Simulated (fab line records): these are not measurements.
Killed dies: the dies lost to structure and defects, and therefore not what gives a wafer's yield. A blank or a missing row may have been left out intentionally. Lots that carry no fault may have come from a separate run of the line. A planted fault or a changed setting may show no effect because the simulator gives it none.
Which tool was responsible?    flow nand_harc    12 lots, 36 wafers sampled, at 5 steps of a route of 1159

== WHAT THE GAUGES READ, wafer by wafer ==
NHARC_P_M0_OVL_MEAS_10: pitch 180 nm. Usual: overlay_x_nm 0.1 nm, standard deviation 0.87; overlay_y_nm 0.0 nm, standard deviation 0.8.
lot   measured      on          overlay_x_nm (nm)  overlay_y_nm (nm)  flag
L266  day 6 06:19   overlay-01  1.1 1.1 0.5        0.4 0.7 0.2        
L269  day 6 16:37   overlay-01  -0.5 -0.8 -0.1     1.2 1.1 1.2        
L271  day 7 08:25   overlay-01  0.2 0.1            -0.2 0.7           
L270  day 7 08:49   overlay-02  -0.9 -1.3 -0.8     0.9 0.7 0.4        
L272  day 7 18:36   overlay-01  -0.4               -1.0               
L278  day 8 23:28   overlay-02  -0.5 0.3 0.5       1.5 2.1 1.5        
L281  day 10 03:19  overlay-02  1.2 0.5 0.9        -0.4 -0.4 -0.5     
L283  day 10 07:19  overlay-02  0.7 1.2 0.2        0.1 0.2 0.0        
L282  day 10 07:59  overlay-01  0.7 1.0 1.2        0.6 0.9 0.7        
L284  day 10 17:58  overlay-02  -0.4 -1.1 -0.8     -0.7 -0.4 0.0      
L285  day 10 18:32  overlay-02  1.5 1.2 1.1        -0.1 -0.4 -0.4     
L288  day 11 12:19  overlay-01  -0.1 0.3 0.0       -0.2 -0.6 0.2      

NHARC_END_SORT_01. Usual: killed_at_array 27, standard deviation 11; killed_at_other 0.6, standard deviation 1; killed_at_periphery 3.0, standard deviation 2.1; killed_dies 31, standard deviation 12; killed_open 3.2, standard deviation 1.7; killed_short 1.7, standard deviation 1.4.
lot   measured      on         killed_at_array  killed_at_other  killed_at_periphery  killed_dies  killed_open  killed_short  flag
L271  day 21 03:04  prober-01  20 14 21         0 0 0            4 663 2              24 677 23    4 0 2        4 1 1         OFF
L272  day 21 12:30  prober-01  28 24 14         1 0 1            648 4 662            677 28 677   3 4 3        2 1 0         OFF

== TOOL THAT RAN EACH LOT (tool first, then ch and the chambers of the sampled wafers, then the start) ==
lot   NHARC_P_CONTACT_DEP_00                      NHARC_P_CONTACT_ETCH_36                        NHARC_P_CONTACT_ALD_22
L266  pecvd-04 ch 0,1, day 5 22:22 or earlier     rie_diel-06 ch 0,1,3, day 5 22:22 or earlier   ald_metal-04 ch 0,3, day 5 22:22
L269  pecvd-02 ch 0,2, day 6 12:54 or earlier     rie_diel-05 ch 1,2,3, day 6 12:54 or earlier   ald_metal-04 ch 0,1,2, day 6 12:54
L271  pecvd-02 ch 1,2, day 7 03:07 or earlier     rie_diel-05 ch 1,2,3, day 7 03:07 or earlier   ald_metal-04 ch 1,2, day 7 03:07
L270  pecvd-03 ch 0,1,2, day 7 04:51 or earlier   rie_diel-05 ch 2,3, day 7 04:51 or earlier     ald_metal-01 ch 0,2,3, day 7 04:51
L272  pecvd-03 ch 0,1,2, day 7 13:50 or earlier   rie_diel-06 ch 1,2,3, day 7 13:50 or earlier   ald_metal-04 ch 0,1,2, day 7 13:50
L278  pecvd-02 ch 0,1,2, day 8 18:53 or earlier   rie_diel-06 ch 0,2,3, day 8 18:53 or earlier   ald_metal-03 ch 1,2,3, day 8 18:53
L281  pecvd-02 ch 0,1, day 10 01:05 or earlier    rie_diel-05 ch 0,2,3, day 10 01:05 or earlier  ald_metal-04 ch 0,3, day 10 01:05
L283  pecvd-02 ch 0,1, day 10 04:19 or earlier    rie_diel-06 ch 0,2,3, day 10 04:19 or earlier  ald_metal-01 ch 0,1,2, day 10 04:19
L282  pecvd-04 ch 0,1,2, day 10 04:27 or earlier  rie_diel-06 ch 0,1,2, day 10 04:27 or earlier  ald_metal-04 ch 2,3, day 10 04:27
L284  pecvd-03 ch 0,1, day 10 12:34 or earlier    rie_diel-06 ch 1,3, day 10 12:34 or earlier    ald_metal-01 ch 0,2, day 10 12:34
L285  pecvd-04 ch 0,1,2, day 10 12:58 or earlier  rie_diel-05 ch 0,1,2, day 10 12:58 or earlier  ald_metal-01 ch 0,1,2, day 10 12:58
L288  pecvd-02 ch 0,1,2, day 11 06:52 or earlier  rie_diel-11 ch 1,3, day 11 06:52 or earlier    ald_metal-04 ch 1,2,3, day 11 06:52
- NHARC_P_CONTACT_DEP_00: deposits SiO2, target thk 500 nm.
- NHARC_P_CONTACT_ETCH_36: etches the open film in N2/H2, target depth 260 nm, time 406.25 s.
- NHARC_P_CONTACT_ALD_22: deposits TiN, target thk 3 nm, pulse time 1 s, ald cycles 150.

== AS READ BY THE TOOLS THEMSELVES (means over the sampled wafers that have a number; for cases with no such wafer, the mark the record gives instead) ==
NHARC_P_CONTACT_DEP_00. Usual: heater_power_w 506 W, standard deviation 68; susceptor_temp_C 400.02 C, standard deviation 0.24; throttle_valve_pct 15.7 %, standard deviation 0.72.
lot   tool      heater_power_w (W)  susceptor_temp_C (C)  throttle_valve_pct (%)  flag
L266  pecvd-04  500                 400.11                16.2                    
L269  pecvd-02  478                 400.18                15.5                    
L271  pecvd-02  503                 399.94                15.1                    
L270  pecvd-03  496                 399.87                15.9                    
L272  pecvd-03  511                 400.11                16.0                    
L278  pecvd-02  490                 400.02                14.9                    
L281  pecvd-02  506                 400.49                15.0                    
L283  pecvd-02  548                 399.63                15.1                    
L282  pecvd-04  524                 400.22                15.9                    
L284  pecvd-03  515                 400.02                16.2                    
L285  pecvd-04  545                 400.28                15.8                    
L288  pecvd-02  509                 400.01                15.2                    

NHARC_P_CONTACT_ETCH_36. Usual: chamber_pressure_mTorr 30.000 mTorr, standard deviation 0.027; drypump_motor_current_A 6.0 A, standard deviation 0.46; oes_product_au 1.005 a.u., standard deviation 0.01; rf_vpp_V 431.5 V, standard deviation 2.7; showerhead_plenum_p_Torr 2.07 Torr, standard deviation 0.094; throttle_valve_pct 14.171 %, standard deviation 0.0087.
lot   tool         chamber_pressure_mTorr (mTorr)  drypump_motor_current_A (A)  oes_product_au (a.u.)  rf_vpp_V (V)  showerhead_plenum_p_Torr (Torr)  throttle_valve_pct (%)  flag
L266  rie_diel-06  29.994                          6.0                          0.998                  432.8         2.11                             14.174                  
L269  rie_diel-05  30.025                          6.2                          1.007                  433.9         2.15                             14.165                  
L271  rie_diel-05  29.964                          6.2                          1.009                  432.3         2.15                             14.179                  
L270  rie_diel-05  29.998                          6.4                          1.006                  434.1         2.19                             14.171                  
L272  rie_diel-06  30.019                          5.9                          1.011                  432.0         2.10                             14.181                  
L278  rie_diel-06  29.981                          6.2                          1.010                  431.8         2.07                             14.172                  
L281  rie_diel-05  30.002                          6.0                          0.993                  432.0         2.09                             14.174                  
L283  rie_diel-06  30.013                          6.2                          0.999                  432.3         2.07                             14.168                  
L282  rie_diel-06  30.021                          5.9                          1.010                  432.1         2.07                             14.169                  
L284  rie_diel-06  29.990                          5.7                          1.011                  432.9         2.12                             14.163                  
L285  rie_diel-05  29.979                          5.8                          0.997                  430.5         2.05                             14.172                  
L288  rie_diel-11  30.015                          6.0                          1.006                  430.0         2.03                             14.167                  

NHARC_P_CONTACT_ALD_22. Usual: heater_power_w 1085 W, standard deviation 110; precursor_pulse_height_rel 1.001, standard deviation 0.018; susceptor_temp_C 449.99 C, standard deviation 0.23.
lot   tool          heater_power_w (W)  precursor_pulse_height_rel  susceptor_temp_C (C)  flag
L266  ald_metal-04  1035                0.999                       449.59                
L269  ald_metal-04  1063                0.995                       450.06                
L271  ald_metal-04  1092                1.007                       450.04                
L270  ald_metal-01  1092                1.007                       449.95                
L272  ald_metal-04  1040                0.990                       450.00                
L278  ald_metal-03  1139                1.007                       450.21                
L281  ald_metal-04  982                 1.001                       449.70                
L283  ald_metal-01  1090                1.017                       449.97                
L282  ald_metal-04  1205                0.996                       450.08                
L284  ald_metal-01  1098                1.004                       449.85                
L285  ald_metal-01  1097                1.008                       449.93                
L288  ald_metal-04  1076                1.014                       450.12                

== THE ANSWER, worked out from the rows above alone ==
Rule: take the mean of a lot's wafers that have a number; if it is more than 3 standard deviations from the usual mean, the lot is off. A lot without any number at a reading at which 4 lots or more have one is off too. Any other lot the step has rows for is counted as sound. After the gauges, taken in route order, come the tools' own readings; for these a lot's mean is taken, as printed above. The first step at which some lot is off is used, and at that step the reading that is off furthest; a lot without a number counts as furthest.
Off: L271, L272 (NHARC_END_SORT_01, killed_at_periphery). Neither off nor sound, because the step has no rows for them: L266, L269, L270, L278, L281, L283, L282, L284, L285, L288.
If a tool, at a process step before that reading, ran all the lots that are off and no sound lot after the first of them, it fits. The gauges at NHARC_END_SORT_01 are tried like those tools. NHARC_P_CONTACT_DEP_00 gives no start for some lots, so the hours and the order of its lots are those of NHARC_P_CONTACT_ALD_22. NHARC_P_CONTACT_ETCH_36 gives no start for some lots, so the hours and the order of its lots are those of NHARC_P_CONTACT_ALD_22. Undecided on this evidence; 2 tools fit (ald_metal-04 at NHARC_P_CONTACT_ALD_22, prober-01 at NHARC_END_SORT_01).

== WHAT THE SIMULATOR HAD INSERTED ==
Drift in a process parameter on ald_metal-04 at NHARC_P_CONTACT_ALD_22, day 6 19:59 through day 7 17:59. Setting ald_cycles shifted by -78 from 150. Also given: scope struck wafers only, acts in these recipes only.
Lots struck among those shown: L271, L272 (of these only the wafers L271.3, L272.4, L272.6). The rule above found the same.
